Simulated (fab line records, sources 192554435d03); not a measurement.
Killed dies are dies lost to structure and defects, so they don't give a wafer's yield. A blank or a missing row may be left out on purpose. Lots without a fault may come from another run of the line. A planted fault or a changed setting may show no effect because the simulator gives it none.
fab line records | flow n5_finfet
record lots=5 wafers=15 last_day=17
route steps=1938 shown BEOL_M2@882
lots that met no fault: from a run of the same line without faults
start_h: hours from the record's first day to the start of the lot's first wafer shown | wait_h: hours since the lot's step before | " the same as in the row above | L1.1+2: a row that stands for several wafers | - no value, or no start given | * or withheld: withheld | < > ~ a bound
route shown NAME@n: a module of which the file shows steps, and the number in the route of the first | usual: mean/standard deviation of fault-free wafers | same: alike in all rows | chamber/n: place in a boat | sites: the reading at each site | _std_site: their standard deviation | _edge_site: outer sites' mean less inner sites' | radius_mm: how far each site lies from the wafer's centre | mask NAME#n: copy n | behind: the tool/chamber that last shaped the wafer | hold: why the lot was held/for how many hours/how that ended | device: the transistor (n, p or np) that didn't switch | end of line: the same wafers' tests at the end of the route | a step without rows: its recipe alone | killed: dies lost to structure and defects at the first sort, not the wafer's yield | map: a wafer's dies, x killed, . not, _ none there
set.NAME: the setting as run; set.NAME@STEP: as run at that earlier step | model.NAME: the simulator's own value behind a step, which no gauge read
lots at some steps of the route; a table a step, a row a wafer
services: from which hour (start_h, from the record's first day; less than 0 if before it) a tool's chamber was out of use, for how many hours, and why
## steps
# step N5_BEOL_M2_ALD_98
# recipe material=SiO2 target_thk_a=25 temp_c=100 ald_precursor_family=BDEAS ald_co_reactant=O2-plasma pulse_time_s=1 co_reactant_pulse_time_s=1 purge_time_s=2 co_reactant_purge_time_s=2 ald_cycles=17 pressure_torr=2
# usual heater_power_w=76/7.1 precursor_pulse_height_rel=1.000/0.02
# columns lot.wafer tool chamber start_h wait_h heater_power_w precursor_pulse_height_rel
L081.3 ald_sin-03 1 173.74 0.4 84 1.003
L081.4 " 0 " " 71 1.008
L081.5 " 2 " " 75 0.991
L082.1 ald_sin-01 1 185.81 0.3 83 1.006
L082.3 " 0 " " 89 0.974
L082.4 " 2 " " 75 0.997
L088.2 ald_sin-01 0 215.49 0.1 91 1.040
L088.5 " 1 " " 82 1.023
L088.6 " 2 " " 74 1.016
L091.2 ald_sin-03 0 231.86 0.1 65 0.989
L091.3 " 2 " " 74 1.053
L091.4 " 3 " " 69 1.018
L095.2 ald_sin-01 3 263.14 0.1 70 0.976
L095.3 " 2 " " 75 1.018
L095.5 " 3 " " 70 1.052
# step N5_BEOL_M2_ETCHBACK_99
# recipe chemistry=CHF3 target=SiO2 target_depth_a=50 time_s=10.4 source_w=215 bias_w=47 Ar_flow_sccm=200 CHF3_flow_sccm=12 ion_energy_ev=100 pressure_mtorr=30
# usual drypump_motor_current_A=5.7/0.51 oes_product_au=0.80/0.1 rf_vpp_V=239.3/1.8 showerhead_plenum_p_Torr=2.16/0.072 throttle_valve_pct=17.06/0.18
# columns lot.wafer tool chamber start_h wait_h drypump_motor_current_A oes_product_au rf_hours_counter_h rf_vpp_V showerhead_plenum_p_Torr throttle_valve_pct
L081.3 rie_diel-04 2 176.75 3.0 6.5 0.96 8 240.4 2.30 16.99
L081.4 " 0 " " 5.6 0.69 240 237.7 2.13 17.53
L081.5 " 0 " " 5.6 0.70 - 239.3 2.13 17.52
L082.1 rie_diel-04 2 190.80 4.9 6.5 0.94 13 240.8 2.30 16.99
L082.3 " 3 " " 5.6 0.74 192 240.4 2.05 16.89
L082.4 " 3 " " 5.6 0.74 - 239.8 2.05 16.86
L088.2 rie_diel-01 0 218.34 2.8 5.4 0.93 24 240.9 2.20 17.21
L088.5 " 0 " " 5.4 0.91 - 238.8 2.20 17.21
L088.6 " 3 " " 5.8 0.88 - 236.7 2.18 16.93
L091.2 rie_diel-01 0 235.81 3.9 5.3 0.90 30 239.7 2.20 17.23
L091.3 " 2 " " 5.5 0.71 198 241.5 2.15 17.04
L091.4 " 1 " " 4.8 0.87 44 237.3 2.10 16.77
L095.2 rie_diel-06 3 266.32 3.1 6.8 0.72 202 237.8 2.22 17.20
L095.3 " 0 " " 5.5 0.72 172 241.6 2.22 17.24
L095.5 " 0 " " 5.5 0.73 - 242.1 2.23 17.23
# step N5_BEOL_M2_ETCH_70
# recipe chemistry=N2/H2 target=SOC target_depth_a=800 overetch_a=240 mask_material=SiARC temp_c=40 time_s=130 ion_energy_ev=200 pressure_mtorr=30 source_w=840 bias_w=150 n2_flow_sccm=200 h2_flow_sccm=200
# usual drypump_motor_current_A=5.7/0.52 oes_product_au=0.59/0.071 rf_vpp_V=524.2/2.6 showerhead_plenum_p_Torr=2.56/0.089 throttle_valve_pct=17.81/0.18
# columns lot.wafer tool chamber start_h wait_h drypump_motor_current_A oes_product_au rf_hours_counter_h rf_vpp_V showerhead_plenum_p_Torr throttle_valve_pct
L081.3 rie_diel-04 2 176.78 0.0 6.5 0.70 8 528.7 2.72 17.80
L081.4 " 0 " " 5.6 0.51 240 522.1 2.51 18.27
L081.5 " 0 " " 5.6 0.51 - 524.0 2.51 18.26
L082.1 rie_diel-04 2 190.83 0.0 6.5 0.69 13 528.0 2.72 17.81
L082.3 " 3 " " 5.6 0.54 192 520.2 2.42 17.61
L082.4 " 3 " " 5.6 0.54 - 519.6 2.42 17.63
L088.2 rie_diel-01 0 218.38 0.0 5.4 0.67 24 525.1 2.61 18.01
L088.5 " 0 " " 5.4 0.67 - 526.1 2.61 18.00
L088.6 " 3 " " 5.8 0.65 - 525.1 2.60 17.69
L091.2 rie_diel-01 0 235.84 0.0 5.3 0.66 30 526.6 2.61 18.02
L091.3 " 2 " " 5.5 0.53 198 523.3 2.52 17.74
L091.4 " 1 " " 4.9 0.64 44 523.0 2.48 17.56
L095.2 rie_diel-06 3 266.36 0.0 6.8 0.53 202 526.1 2.63 17.88
L095.3 " 0 " " 5.6 0.54 172 526.1 2.64 17.99
L095.5 " 0 " " 5.5 0.54 - 526.7 2.64 17.97
# step N5_BEOL_M2_STRIP_71
# recipe chemistry=N2/H2 temp_c=40 n2_flow_sccm=200 h2_flow_sccm=200 rf_frequency_hz=6e+07
# columns lot.wafer tool chamber start_h wait_h
L081.3+4+5 rie_diel-04 2,0,0 176.87 0.0
L082.1+3+4 rie_diel-04 2,3,3 190.92 0.0
L088.2+5+6 rie_diel-01 0,0,3 218.46 0.0
L091.2+3+4 rie_diel-01 0,2,1 235.93 0.0
L095.2+3+5 rie_diel-06 3,0,0 266.45 0.0
# step N5_BEOL_M2_STRIP_78
# recipe chemistry=N2/H2 temp_c=40 n2_flow_sccm=200 h2_flow_sccm=200 rf_frequency_hz=6e+07
# columns lot.wafer tool chamber start_h wait_h
L081.3+4+5 rie_diel-04 2,0,0 176.88 0.0
L082.1+3+4 rie_diel-04 2,3,3 190.93 0.0
L088.2+5+6 rie_diel-01 0,0,3 218.47 0.0
L091.2+3+4 rie_diel-01 0,2,1 235.94 0.0
L095.2+3+5 rie_diel-06 3,0,0 266.46 0.0
# step N5_BEOL_M2_VIA_ETCH_34
# recipe chemistry=C4F6/O2 target_depth_a=694 mask_material=SOC pressure_mtorr=15 ion_energy_ev=250 taper_deg=4 time_s=65.9 source_w=350 bias_w=170 Ar_flow_sccm=300 C4F6_flow_sccm=10 O2_flow_sccm=10
# usual drypump_motor_current_A=5.7/0.52 oes_product_au=0.80/0.1 rf_vpp_V=662/4.3 showerhead_plenum_p_Torr=2.85/0.092 throttle_valve_pct=30.73/0.22
# columns lot.wafer tool chamber start_h wait_h drypump_motor_current_A oes_product_au rf_hours_counter_h rf_vpp_V showerhead_plenum_p_Torr throttle_valve_pct
L081.3 rie_diel-04 2 176.89 0.0 6.5 0.96 8 667 3.03 30.80
L081.4 " 0 " " 5.6 0.69 240 660 2.82 31.27
L081.5 " 0 " " 5.6 0.69 - 659 2.82 31.26
L082.1 rie_diel-04 2 190.94 0.0 6.5 0.94 13 667 3.03 30.81
L082.3 " 3 " " 5.6 0.74 192 664 2.71 30.43
L082.4 " 3 " " 5.6 0.74 - 664 2.71 30.43
L088.2 rie_diel-01 0 218.48 0.0 5.3 0.92 24 663 2.90 31.09
L088.5 " 0 " " 5.3 0.92 - 663 2.90 31.09
L088.6 " 3 " " 5.8 0.89 - 657 2.88 30.53
L091.2 rie_diel-01 0 235.95 0.0 5.3 0.90 30 663 2.90 31.11
L091.3 " 2 " " 5.5 0.71 198 664 2.83 30.65
L091.4 " 1 " " 4.8 0.87 44 654 2.78 30.50
L095.2 rie_diel-06 3 266.47 0.0 6.8 0.72 203 661 2.92 30.79
L095.3 " 0 " " 5.5 0.73 173 667 2.94 30.85
L095.5 " 0 " " 5.5 0.73 - 666 2.94 30.82
# step N5_BEOL_M2_STRIP_83
# recipe chemistry=C4F6/O2 resist=SiARC rf_frequency_hz=6e+07
# columns lot.wafer tool chamber start_h wait_h
L081.3+4+5 rie_diel-04 2,0,0 176.94 0.0
L082.1+3+4 rie_diel-04 2,3,3 190.99 0.0
L088.2+5+6 rie_diel-01 0,0,3 218.53 0.0
L091.2+3+4 rie_diel-01 0,2,1 236.00 0.0
L095.2+3+5 rie_diel-06 3,0,0 266.52 0.0
# step N5_BEOL_M2_STRIP_36
# recipe chemistry=N2/H2 power_w=450 temp_c=40 pressure_mtorr=20 rf_frequency_hz=6e+07 overash_fraction=0.3 bias_power_w=7 h2_frac=0.5 n2_flow_sccm=200 h2_flow_sccm=200
# usual drypump_motor_current_A=5.7/0.51 oes_product_au=0.80/0.1 rf_vpp_V=59.3/1.4 showerhead_plenum_p_Torr=2.55/0.089 throttle_valve_pct=23.65/0.21
# columns lot.wafer tool chamber start_h wait_h drypump_motor_current_A oes_product_au rf_hours_counter_h rf_vpp_V showerhead_plenum_p_Torr throttle_valve_pct
L081.3 rie_diel-04 2 176.95 0.0 6.5 0.96 8 59.3 2.72 23.72
L081.4 " 0 " " 5.6 0.68 240 62.6 2.51 24.09
L081.5 " 0 " " 5.6 0.69 - 59.1 2.51 24.06
L082.1 rie_diel-04 2 191.00 0.0 6.5 0.95 13 61.1 2.72 23.76
L082.3 " 3 " " 5.6 0.73 192 61.0 2.41 23.42
L082.4 " 3 " " 5.6 0.73 - 57.6 2.41 23.42
L088.2 rie_diel-01 0 218.54 0.0 5.4 0.93 24 61.1 2.60 23.96
L088.5 " 0 " " 5.3 0.91 - 56.7 2.60 23.95
L088.6 " 3 " " 5.8 0.88 - 60.0 2.59 23.49
L091.2 rie_diel-01 0 236.01 0.0 5.4 0.91 30 59.5 2.60 23.98
L091.3 " 2 " " 5.5 0.70 198 61.7 2.52 23.53
L091.4 " 1 " " 4.9 0.87 44 61.0 2.48 23.44
L095.2 rie_diel-06 3 266.53 0.0 6.8 0.72 203 59.0 2.62 23.55
L095.3 " 0 " " 5.5 0.73 173 58.5 2.63 23.74
L095.5 " 0 " " 5.5 0.73 - 59.9 2.64 23.77
# step N5_BEOL_M2_TRENCH_ETCH_37
# recipe chemistry=C4F6/O2 target_depth_a=555.55 target=SiOC time_s=29.2 ion_energy_ev=250 pressure_mtorr=30 source_w=355 bias_w=185 Ar_flow_sccm=300 C4F6_flow_sccm=10 O2_flow_sccm=10
# usual drypump_motor_current_A=5.7/0.52 oes_product_au=0.80/0.1 rf_vpp_V=662/4.2 showerhead_plenum_p_Torr=2.86/0.092 throttle_valve_pct=20.84/0.19
# columns lot.wafer tool chamber start_h wait_h drypump_motor_current_A oes_product_au rf_hours_counter_h rf_vpp_V showerhead_plenum_p_Torr throttle_valve_pct
L081.3 rie_diel-04 2 - - 6.5 0.96 8 667 3.04 20.84
L081.4 " 0 " " 5.6 0.70 240 660 2.82 21.33
L081.5 " 0 " " 5.6 0.70 - 660 2.82 21.34
L082.1 rie_diel-04 2 - - 6.5 0.94 13 666 3.03 20.84
L082.3 " 3 " " 5.6 0.75 192 663 2.71 20.61
L082.4 " 3 " " 5.6 0.76 - 664 2.71 20.61
L088.2 rie_diel-01 0 - - 5.4 0.92 24 663 2.91 21.07
L088.5 " 0 " " 5.4 0.91 - 662 2.91 21.05
L088.6 " 3 " " 5.8 0.87 - 658 2.88 20.70
L091.2 rie_diel-01 0 - - 5.4 0.90 30 663 2.91 21.07
L091.3 " 2 " " 5.5 0.71 198 665 2.84 20.80
L091.4 " 1 " " 4.9 0.88 44 655 2.78 20.56
L095.2 rie_diel-06 3 - - 6.8 0.72 203 662 2.93 20.94
L095.3 " 0 " " 5.5 0.73 173 667 2.94 21.00
L095.5 " 0 " " 5.5 0.73 - 666 2.94 20.99
# step N5_BEOL_M2_ETCH_41
# recipe chemistry=CH3F/O2 target=SiCN target_depth_a=299 taper_deg=2 time_s=52.5 ion_energy_ev=120 mask_material=TiN pressure_mtorr=30 source_w=395 bias_w=75 Ar_flow_sccm=150 CH3F_flow_sccm=30 O2_flow_sccm=20
# usual drypump_motor_current_A=5.7/0.52 oes_product_au=0.80/0.1 rf_vpp_V=297.5/1.7 showerhead_plenum_p_Torr=2.01/0.068 throttle_valve_pct=16.31/0.19
# columns lot.wafer tool chamber start_h wait_h drypump_motor_current_A oes_product_au rf_hours_counter_h rf_vpp_V showerhead_plenum_p_Torr throttle_valve_pct
L081.3 rie_diel-04 2 - - 6.5 0.95 8 300.9 2.14 16.20
L081.4 " 0 " " 5.6 0.68 240 295.4 1.98 16.81
L081.5 " 0 " " 5.6 0.69 - 297.0 1.98 16.80
L082.1 rie_diel-04 2 - - 6.5 0.94 13 299.8 2.14 16.21
L082.3 " 3 " " 5.6 0.74 192 296.7 1.90 16.13
L082.4 " 3 " " 5.6 0.74 - 296.5 1.90 16.13
L088.2 rie_diel-01 0 - - 5.3 0.91 24 297.9 2.05 16.44
L088.5 " 0 " " 5.3 0.92 - 297.9 2.05 16.47
L088.6 " 3 " " 5.8 0.88 - 297.8 2.03 16.18
L091.2 rie_diel-01 0 - - 5.3 0.90 30 298.8 2.04 16.46
L091.3 " 2 " " 5.5 0.71 198 297.4 1.99 16.28
L091.4 " 1 " " 4.9 0.87 44 296.6 1.95 16.01
L095.2 rie_diel-06 3 - - 6.8 0.72 203 297.5 2.06 16.47
L095.3 " 0 " " 5.5 0.73 173 298.9 2.07 16.52
L095.5 " 0 " " 5.5 0.73 - 297.3 2.07 16.50
# step N5_BEOL_M2_STRIP_97
# recipe chemistry=N2/H2 time_s=10 power_w=450 temp_c=40 pressure_mtorr=20 rf_frequency_hz=6e+07 bias_power_w=7 n2_flow_sccm=200 h2_flow_sccm=200
# usual drypump_motor_current_A=5.7/0.52 oes_product_au=0.80/0.1 rf_vpp_V=59.3/0.85 showerhead_plenum_p_Torr=2.55/0.089 throttle_valve_pct=23.65/0.21
# columns lot.wafer tool chamber start_h wait_h drypump_motor_current_A oes_product_au rf_hours_counter_h rf_vpp_V showerhead_plenum_p_Torr throttle_valve_pct
L081.3 rie_diel-04 2 - - 6.5 0.95 8 58.5 2.72 23.73
L081.4 " 0 " " 5.6 0.69 240 58.4 2.51 24.07
L081.5 " 0 " " 5.6 0.69 - 58.6 2.51 24.08
L082.1 rie_diel-04 2 - - 6.5 0.93 13 59.2 2.71 23.74
L082.3 " 3 " " 5.6 0.74 192 59.5 2.41 23.41
L082.4 " 3 " " 5.6 0.73 - 57.3 2.41 23.41
L088.2 rie_diel-01 0 - - 5.3 0.92 24 58.3 2.60 23.95
L088.5 " 0 " " 5.4 0.92 - 59.7 2.60 23.95
L088.6 " 3 " " 5.8 0.88 - 59.2 2.59 23.46
L091.2 rie_diel-01 0 - - 5.4 0.90 30 60.7 2.60 23.95
L091.3 " 2 " " 5.5 0.70 198 57.9 2.52 23.54
L091.4 " 1 " " 4.8 0.87 44 60.4 2.48 23.42
L095.2 rie_diel-06 3 - - 6.8 0.73 203 60.1 2.62 23.56
L095.3 " 0 " " 5.5 0.73 173 59.5 2.63 23.75
L095.5 " 0 " " 5.5 0.74 - 59.9 2.63 23.76
# step N5_BEOL_M2_OCD_MEAS_38
# usual trench_depth_nm=55.5/0.8
# columns lot.wafer tool chamber start_h wait_h trench_depth_nm
L081.3 ocd-01 - 177.14 - 57.1
L081.4 " - " " 55.0
L081.5 " - " " 55.5
L082.1 ocd-01 - 191.19 - 56.2
L082.3 " - " " 56.6
L082.4 " - " " 56.6
L088.2 ocd-02 - 218.74 - 57.1
L088.5 " - " " 56.9
L088.6 " - " " 55.7
L091.2 ocd-01 - 236.21 - 56.5
L091.3 " - " " 54.5
L091.4 " - " " 55.3
L095.2 ocd-02 - 266.72 - 54.7
L095.3 " - " " 54.8
L095.5 " - " " 54.7
# step N5_BEOL_M2_HM_STRIP_39
# recipe chemistry=peroxide_tin_strip material=TiN target_depth_a=250 temp_c=50 time_s=158
# columns lot.wafer tool chamber start_h wait_h
L081.3+4+5 wet_bench-05 1,0,7 177.17 0.0
L082.1+3+4 wet_bench-05 6,7,2 191.23 0.0
L088.2+5+6 wet_bench-03 1,0,2 218.77 0.0
L091.2+3+4 wet_bench-05 1,2,4 236.24 0.0
L095.2+3+5 wet_bench-03 4,5,7 266.75 0.0
# step N5_BEOL_M2_SRD_40
# recipe time_s=30 temp_c=23 rinse_liquid=diw dry=ipa_marangoni
# columns lot.wafer tool chamber start_h wait_h
L081.3+4+5 wet_bench-05 1,0,7 177.22 0.0
L082.1+3+4 wet_bench-05 6,7,2 191.27 0.0
L088.2+5+6 wet_bench-03 1,0,2 218.82 0.0
L091.2+3+4 wet_bench-05 1,2,4 236.28 0.0
L095.2+3+5 wet_bench-03 4,5,7 266.80 0.0
# step N5_BEOL_M2_PRECLEAN_42
# recipe chemistry=residue_remover time_s=60 temp_c=40
# columns lot.wafer tool chamber start_h wait_h
L081.3+4+5 wet_bench-05 1,0,7 177.24 0.0
L082.1+3+4 wet_bench-05 6,7,2 191.29 0.0
L088.2+5+6 wet_bench-03 1,0,2 218.83 0.0
L091.2+3+4 wet_bench-05 1,2,4 236.30 0.0
L095.2+3+5 wet_bench-03 4,5,7 266.82 0.0
# step N5_BEOL_M2_SRD_43
# recipe time_s=30 temp_c=23 rinse_liquid=diw dry=ipa_marangoni
# columns lot.wafer tool chamber start_h wait_h
L081.3+4+5 wet_bench-05 1,0,7 177.25 0.0
L082.1+3+4 wet_bench-05 6,7,2 191.31 0.0
L088.2+5+6 wet_bench-03 1,0,2 218.85 0.0
L091.2+3+4 wet_bench-05 1,2,4 236.32 0.0
L095.2+3+5 wet_bench-03 4,5,7 266.83 0.0
# step N5_BEOL_M2_CD_MEAS_35
# recipe target_cd_nm=18 target_cd_y_nm=22.2 polarity=opening
# usual cd_nm=18.0/0.32
# columns lot.wafer tool chamber start_h wait_h cd_nm
L081.3 cd_sem-02 - 177.30 0.0 17.9
L081.4 " - " " 18.0
L081.5 " - " " 18.5
L082.1 cd_sem-01 - 191.35 0.0 18.3
L082.3 " - " " 18.0
L082.4 " - " " 18.2
L088.2 cd_sem-03 - 218.89 0.0 18.5
L088.5 " - " " 18.1
L088.6 " - " " 17.6
L091.2 cd_sem-01 - 236.36 0.0 18.0
L091.3 " - " " 17.9
L091.4 " - " " 18.0
L095.2 cd_sem-03 - 266.87 0.0 17.0
L095.3 " - " " 18.3
L095.5 " - " " 17.6
# step N5_BEOL_M2_DEGAS_44
# recipe ambient=vacuum temp_c=250 time_s=60
# usual heater_power_w=341/41
# columns lot.wafer tool chamber start_h wait_h heater_power_w
L081.3 pvd_sputter-01 - 177.73 0.4 376
L081.4 " - " " 316
L081.5 " - " " 354
L082.1 pvd_sputter-01 - 191.59 0.2 299
L082.3 " - " " 326
L082.4 " - " " 370
L088.2 pvd_sputter-01 - 219.32 0.4 354
L088.5 " - " " 299
L088.6 " - " " 357
L091.2 pvd_sputter-01 - 236.56 0.2 383
L091.3 " - " " 345
L091.4 " - " " 330
L095.2 pvd_sputter-02 - 267.15 0.3 340
L095.3 " - " " 353
L095.5 " - " " 363
# step N5_BEOL_M2_PRE_CLEAN_45
# recipe gas=H2/He time_s=30 temp_c=250
# usual heater_power_w=341/42
# columns lot.wafer tool chamber start_h wait_h heater_power_w
L081.3 pvd_sputter-01 - 177.77 0.0 377
L081.4 " - " " 317
L081.5 " - " " 356
L082.1 pvd_sputter-01 - 191.63 0.0 300
L082.3 " - " " 312
L082.4 " - " " 369
L088.2 pvd_sputter-01 - 219.36 0.0 354
L088.5 " - " " 302
L088.6 " - " " 355
L091.2 pvd_sputter-01 - 236.60 0.0 375
L091.3 " - " " 343
L091.4 " - " " 327
L095.2 pvd_sputter-02 - 267.19 0.0 350
L095.3 " - " " 356
L095.5 " - " " 354
# step N5_BEOL_M2_ALD_84
# recipe material=TaN target_thk_a=* temp_c=275 ald_precursor_family=PDMAT ald_co_reactant=NH3 pressure_torr=3 carrier_flow_sccm=1500 pulse_time_s=2 purge_time_s=3 co_reactant_purge_time_s=2 co_reactant_pulse_time_s=3 ald_cycles=30 precursor_vessel_temp_c=75 precursor_vessel_pressure_torr=26.25 precursor_vessel_carrier_sccm=1000
# usual heater_power_w=436/48 mfc_carrier_sccm=1500/4.6
# columns lot.wafer tool chamber start_h wait_h heater_power_w mfc_carrier_sccm
L081.3 ald_metal-04 1 178.01 0.2 492 1504
L081.4 " 2 " " 461 1503
L081.5 " 1 " " 507 1507
L082.1 ald_metal-04 1 191.69 0.0 503 1504
L082.3 " 0 " " 405 1497
L082.4 " 3 " " 352 1501
L088.2 ald_metal-01 3 219.50 0.1 427 1496
L088.5 " 0 " " 378 1498
L088.6 " 1 " " 452 1495
L091.2 ald_metal-01 2 236.71 0.1 531 1497
L091.3 " 0 " " 390 1498
L091.4 " 1 " " 459 1500
L095.2 ald_metal-04 1 267.25 0.0 512 1496
L095.3 " 2 " " 464 1510
L095.5 " 3 " " 365 1500
# step N5_BEOL_M2_SURFACE_TREAT_85
# recipe gas=Ar time_s=* ion_energy_ev=* ion_current_ma_cm2=0.5 pressure_mtorr=* ar_flow_sccm=30
# usual throttle_valve_pct=*
# columns lot.wafer tool chamber start_h wait_h throttle_valve_pct
L081.3 pvd_sputter-02 - 178.29 0.2 *
L081.4 " - " " *
L081.5 " - " " *
L082.1 pvd_sputter-02 - 192.00 0.2 *
L082.3 " - " " *
L082.4 " - " " *
L088.2 pvd_sputter-02 - 219.77 0.2 *
L088.5 " - " " *
L088.6 " - " " *
L091.2 pvd_sputter-01 - 237.02 0.2 *
L091.3 " - " " *
L091.4 " - " " *
L095.2 pvd_sputter-03 - 267.64 0.3 *
L095.3 " - " " *
L095.5 " - " " *
# step N5_BEOL_M2_CVD_47
# recipe material=Co target_thk_a=30 temp_c=withheld precursor=CCTBA/H2 pressure_torr=30 time_s=223.8
# columns lot.wafer tool chamber start_h wait_h
L081.3+4+5 cvd_co-02 1,1,0 178.58 0.3
L082.1+3+4 cvd_co-02 0,1,0 192.20 0.2
L088.2+5+6 cvd_co-02 1,0,1 219.83 0.0
L091.2+3+4 cvd_co-02 2,1,0 237.10 0.1
L095.2+3+5 cvd_co-01 2,1,2 267.71 0.0
# step N5_BEOL_M2_SPUTTER_48
# recipe material=Cu target_thk_a=45 temp_c=-20 chamber_pressure_pa=0.07 power_w=withheld time_s=8.29
# usual chamber_pressure_pa=0.07002/0.00013 chuck_gas_flow_sccm=1.26/0.052 substrate_temp_c=-20.00/0.1 throttle_valve_pct=29.9/1
# columns lot.wafer tool chamber start_h wait_h chamber_pressure_pa chuck_gas_flow_sccm substrate_temp_c throttle_valve_pct
L081.3 pvd_sputter-02 - 178.87 0.2 0.06997 1.27 -20.07 28.8
L081.4 " - " " 0.06979 1.27 -20.12 31.9
L081.5 " - " " 0.07011 1.33 -20.06 30.5
L082.1 pvd_sputter-01 - 192.41 0.1 0.07012 1.22 -20.09 29.8
L082.3 " - " " 0.07 1.14 -19.99 29.5
L082.4 " - " " 0.06985 1.26 -20.17 30.8
L088.2 pvd_sputter-02 - 220.07 0.2 0.07035 1.28 -20.18 29.1
L088.5 " - " " 0.07002 1.25 -20.10 30.3
L088.6 " - " " 0.07002 1.32 -19.87 31.7
L091.2 pvd_sputter-01 - 237.26 0.1 0.07008 1.23 -19.90 29.3
L091.3 " - " " 0.07002 1.26 -19.71 30.5
L091.4 " - " " 0.06983 1.27 -19.90 30.1
L095.2 pvd_sputter-03 - 268.04 0.3 0.0702 1.23 -19.86 31.3
L095.3 " - " " 0.07008 1.25 -20.14 29.6
L095.5 " - " " 0.07021 1.25 -20.05 28.1
# step N5_BEOL_M2_ANNEAL_49
# recipe temp_c=400 time_s=240 ambient=vacuum
# usual heater_power_w=867/120
# columns lot.wafer tool chamber start_h wait_h heater_power_w
L081.3 pvd_sputter-02 - 178.95 0.0 911
L081.4 " - " " 905
L081.5 " - " " 941
L082.1 pvd_sputter-01 - 192.49 0.0 850
L082.3 " - " " 746
L082.4 " - " " 786
L088.2 pvd_sputter-02 - 220.15 0.0 766
L088.5 " - " " 936
L088.6 " - " " 874
L091.2 pvd_sputter-01 - 237.34 0.0 725
L091.3 " - " " 947
L091.4 " - " " 856
L095.2 pvd_sputter-03 - 268.12 0.0 766
L095.3 " - " " 1145
L095.5 " - " " 888
# step N5_BEOL_M2_SPUTTER_79
# recipe material=Cu target_thk_a=45 temp_c=-20 chamber_pressure_pa=0.07 power_w=withheld time_s=8.29
# usual chamber_pressure_pa=0.07002/0.00014 chuck_gas_flow_sccm=1.26/0.05 substrate_temp_c=-20.00/0.095 throttle_valve_pct=29.9/1
# columns lot.wafer tool chamber start_h wait_h chamber_pressure_pa chuck_gas_flow_sccm substrate_temp_c throttle_valve_pct
L081.3 pvd_sputter-02 - 179.09 0.1 0.06997 1.22 -19.88 28.9
L081.4 " - " " 0.0699 1.18 -19.93 31.6
L081.5 " - " " 0.06975 1.26 -20.03 30.3
L082.1 pvd_sputter-01 - 192.63 0.1 0.07011 1.34 -19.98 30.1
L082.3 " - " " 0.0703 1.31 -20.07 29.5
L082.4 " - " " 0.07007 1.38 -19.82 30.9
L088.2 pvd_sputter-02 - 220.29 0.1 0.07014 1.30 -19.97 28.9
L088.5 " - " " 0.07005 1.28 -19.85 30.5
L088.6 " - " " 0.06999 1.19 -19.94 31.7
L091.2 pvd_sputter-01 - 237.48 0.1 0.07016 1.22 -19.87 29.3
L091.3 " - " " 0.06988 1.19 -20.09 30.6
L091.4 " - " " 0.06988 1.19 -20.00 29.9
L095.2 pvd_sputter-03 - 268.26 0.1 0.06988 1.21 -20.02 31.3
L095.3 " - " " 0.07013 1.24 -19.93 29.8
L095.5 " - " " 0.06979 1.30 -20.07 28.1
# step N5_BEOL_M2_ANNEAL_80
# recipe temp_c=400 time_s=240 ambient=vacuum
# usual heater_power_w=867/120
# columns lot.wafer tool chamber start_h wait_h heater_power_w
L081.3 pvd_sputter-02 - 179.17 0.0 889
L081.4 " - " " 844
L081.5 " - " " 934
L082.1 pvd_sputter-01 - 192.71 0.0 880
L082.3 " - " " 741
L082.4 " - " " 823
L088.2 pvd_sputter-02 - 220.37 0.0 757
L088.5 " - " " 925
L088.6 " - " " 868
L091.2 pvd_sputter-01 - 237.56 0.0 732
L091.3 " - " " 944
L091.4 " - " " 871
L095.2 pvd_sputter-03 - 268.34 0.0 772
L095.3 " - " " 1151
L095.5 " - " " 892
# step N5_BEOL_M2_SPUTTER_81
# recipe material=Cu target_thk_a=45 temp_c=-20 chamber_pressure_pa=0.07 power_w=withheld time_s=8.29
# usual chamber_pressure_pa=0.06999/0.00014 chuck_gas_flow_sccm=1.26/0.053 substrate_temp_c=-19.99/0.12 throttle_valve_pct=29.9/1
# columns lot.wafer tool chamber start_h wait_h chamber_pressure_pa chuck_gas_flow_sccm substrate_temp_c throttle_valve_pct
L081.3 pvd_sputter-02 - 179.31 0.1 0.07003 1.34 -20.05 28.7
L081.4 " - " " 0.07038 1.24 -20.00 31.5
L081.5 " - " " 0.06999 1.23 -20.02 30.2
L082.1 pvd_sputter-01 - 192.85 0.1 0.06991 1.32 -20.38 30.0
L082.3 " - " " 0.06987 1.22 -19.94 29.7
L082.4 " - " " 0.07021 1.25 -20.04 30.7
L088.2 pvd_sputter-02 - 220.51 0.1 0.06986 1.26 -19.86 28.8
L088.5 " - " " 0.06997 1.28 -20.08 30.3
L088.6 " - " " 0.07007 1.32 -20.09 31.7
L091.2 pvd_sputter-01 - 237.70 0.1 0.06959 1.24 -19.93 29.5
L091.3 " - " " 0.07032 1.29 -20.01 30.6
L091.4 " - " " 0.0701 1.30 -20.06 29.9
L095.2 pvd_sputter-03 - 268.48 0.1 0.07015 1.15 -19.93 31.4
L095.3 " - " " 0.07001 1.30 -20.14 29.8
L095.5 " - " " 0.07006 1.30 -20.00 28.2
# step N5_BEOL_M2_ANNEAL_82
# recipe temp_c=400 time_s=240 ambient=vacuum
# usual heater_power_w=865/120
# columns lot.wafer tool chamber start_h wait_h heater_power_w
L081.3 pvd_sputter-02 - 179.39 0.0 901
L081.4 " - " " 864
L081.5 " - " " 896
L082.1 pvd_sputter-01 - 192.93 0.0 866
L082.3 " - " " 748
L082.4 " - " " 812
L088.2 pvd_sputter-02 - 220.59 0.0 781
L088.5 " - " " 953
L088.6 " - " " 845
L091.2 pvd_sputter-01 - 237.78 0.0 740
L091.3 " - " " 915
L091.4 " - " " 873
L095.2 pvd_sputter-03 - 268.56 0.0 775
L095.3 " - " " 1151
L095.5 " - " " 880
## services
# columns tool chamber start_h hours kind
rie_diel-06 2 150.22 - clean
rie_diel-06 2 150.22 - consumable_replace:focus_ring
rie_diel-06 2 150.22 14.8 scheduled_down
rie_diel-06 2 150.22 14.8 vent_cycle
ald_metal-01 3 157.51 3.4 repair
ald_sin-03 - 176.83 14.0 pm
ald_sin-03 0 176.83 14.0 vent_cycle
ald_metal-04 2 180.37 35.2 repair
ald_metal-01 3 188.50 7.2 repair
ald_sin-01 2 195.18 7.2 repair
rie_diel-04 0 204.28 - clean
rie_diel-04 0 204.28 - consumable_replace:focus_ring
rie_diel-04 0 204.28 17.3 scheduled_down
rie_diel-04 0 204.28 17.3 vent_cycle
cvd_co-02 - 209.17 1.3 repair
rie_diel-04 1 217.32 5.2 repair
ald_sin-01 2 229.60 4.4 repair
ald_sin-01 2 238.49 15.4 repair
rie_diel-06 1 242.35 55.8 repair
cvd_co-01 - 247.06 14.6 pm
ald_sin-03 1 250.99 26.5 repair
ald_metal-04 - 257.14 8.7 pm
ald_metal-01 1 257.38 3.0 repair
rie_diel-04 0 265.68 8.2 repair
## key
fault none
